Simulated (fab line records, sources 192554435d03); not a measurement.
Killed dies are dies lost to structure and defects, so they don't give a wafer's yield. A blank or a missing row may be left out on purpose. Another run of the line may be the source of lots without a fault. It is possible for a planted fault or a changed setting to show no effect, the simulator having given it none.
Chamber matching :: flow n5 finfet :: N5_BEOL_M6_CURE_75 on uv cure-02: 3 sister chambers
The step cures SiCOH lowk, time 120 s. 22 wafers are shown with their chamber, then 11 later ones without.

## EACH WAFER AND ITS CHAMBER
wafer: L074.3
chamber: 1
lamp power pct (%): 52.26
wafer_temp_C_max: 371.0

wafer: L074.5
chamber: 1
lamp power pct (%): 52.40
wafer_temp_C_max: 370.9

wafer: L074.6
chamber: 1
lamp power pct (%): 52.35
wafer_temp_C_max: 370.9

wafer: L076.3
chamber: 1
lamp power pct (%): 52.27
wafer_temp_C_max: 371.0

wafer: L076.4
chamber: 1
lamp power pct (%): 52.35
wafer_temp_C_max: 371.2

wafer: L076.6
chamber: 1
lamp power pct (%): 52.29
wafer_temp_C_max: 370.8

wafer: L080.1
chamber: 2
lamp power pct (%): 52.23
wafer_temp_C_max: 371.1

wafer: L080.2
chamber: 2
lamp power pct (%): 52.26
wafer_temp_C_max: 371.2

wafer: L080.4
chamber: 2
lamp power pct (%): 52.30
wafer_temp_C_max: 371.4

wafer: L079.1
chamber: 2
lamp power pct (%): 52.37
wafer_temp_C_max: 371.0

wafer: L079.3
chamber: 2
lamp power pct (%): 52.39
wafer_temp_C_max: 371.6

wafer: L079.5
chamber: 2
lamp power pct (%): 52.23
wafer_temp_C_max: 371.3

wafer: L082.1
chamber: 1
lamp power pct (%): 52.24
wafer_temp_C_max: 371.5

wafer: L082.2
chamber: 1
lamp power pct (%): 52.25
wafer_temp_C_max: 371.6

wafer: L082.3
chamber: 1
lamp power pct (%): 52.46
wafer_temp_C_max: 371.7

wafer: L083.3
chamber: 0
lamp power pct (%): 52.28
wafer_temp_C_max: 371.3

wafer: L083.4
chamber: 0
lamp power pct (%): 52.27
wafer_temp_C_max: 371.3

wafer: L083.5
chamber: 0
lamp power pct (%): 52.25
wafer_temp_C_max: 371.3

wafer: L085.2
chamber: 1
lamp power pct (%): 52.36
wafer_temp_C_max: 371.1

wafer: L085.4
chamber: 1
lamp power pct (%): 52.23
wafer_temp_C_max: 370.8

wafer: L085.5
chamber: 1
lamp power pct (%): 52.27
wafer_temp_C_max: 371.2

wafer: L089.1
chamber: 1
lamp power pct (%): 52.29
wafer_temp_C_max: 372.0

SIGNATURES (means of the wafers above)
reading: lamp power pct
chamber 0: 52.2667
chamber 1: 52.3092
chamber 2: 52.2967
scatter within a chamber: 0.0659

reading: wafer_temp_C_max
chamber 0: 371.300
chamber 1: 371.208
chamber 2: 371.267
scatter within a chamber: 0.321
Rule: for each reading, subtract the chamber's mean from the wafer's reading, divide by that reading's scatter and square the result; add these up over the readings and take the root, which gives the wafer's distance from the chamber. If the next closest chamber is less than 2 further off than the closest, the wafer can't be placed; otherwise it belongs to the closest. The scatter: take each reading less its chamber's mean, square it, sum over the shown wafers, divide by the number of wafers less the number of chambers, and take the root.

## WAFERS WITH NO CHAMBER GIVEN
wafer: L089.5
lamp power pct (%): 52.29
wafer_temp_C_max: 371.4

wafer: L089.6
lamp power pct (%): 52.26
wafer_temp_C_max: 371.4

wafer: L092.1
lamp power pct (%): 52.35
wafer_temp_C_max: 371.8

wafer: L092.3
lamp power pct (%): 52.35
wafer_temp_C_max: 371.0

wafer: L092.4
lamp power pct (%): 52.32
wafer_temp_C_max: 371.4

wafer: L094.1
lamp power pct (%): 52.27
wafer_temp_C_max: 370.7

wafer: L094.2
lamp power pct (%): 52.32
wafer_temp_C_max: 371.0

wafer: L094.3
lamp power pct (%): 52.36
wafer_temp_C_max: 370.8

wafer: L097.1
lamp power pct (%): 52.31
wafer_temp_C_max: 371.4

wafer: L097.3
lamp power pct (%): 52.21
wafer_temp_C_max: 371.5

wafer: L097.5
lamp power pct (%): 52.36
wafer_temp_C_max: 371.2

## CHAMBER TAKEN BY EACH
wafer: L089.5
from the rows above: can't be placed: 2 or 0 or 1
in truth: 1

wafer: L089.6
from the rows above: can't be placed: 0 or 2 or 1
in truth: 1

wafer: L092.1
from the rows above: can't be placed: 2 or 1 or 0
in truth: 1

wafer: L092.3
from the rows above: can't be placed: 1 or 2 or 0
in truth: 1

wafer: L092.4
from the rows above: can't be placed: 2 or 1 or 0
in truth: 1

wafer: L094.1
from the rows above: can't be placed: 1 or 2 or 0
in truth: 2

wafer: L094.2
from the rows above: can't be placed: 1 or 2 or 0
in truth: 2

wafer: L094.3
from the rows above: can't be placed: 1 or 2 or 0
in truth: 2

wafer: L097.1
from the rows above: can't be placed: 2 or 1 or 0
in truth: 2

wafer: L097.3
from the rows above: can't be placed: 0 or 2 or 1
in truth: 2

wafer: L097.5
from the rows above: can't be placed: 1 or 2 or 0
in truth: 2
0 of 11 placed correctly. These rows do not allow placing 11 (true chamber among the candidates in 11). Placed wrongly: 0.
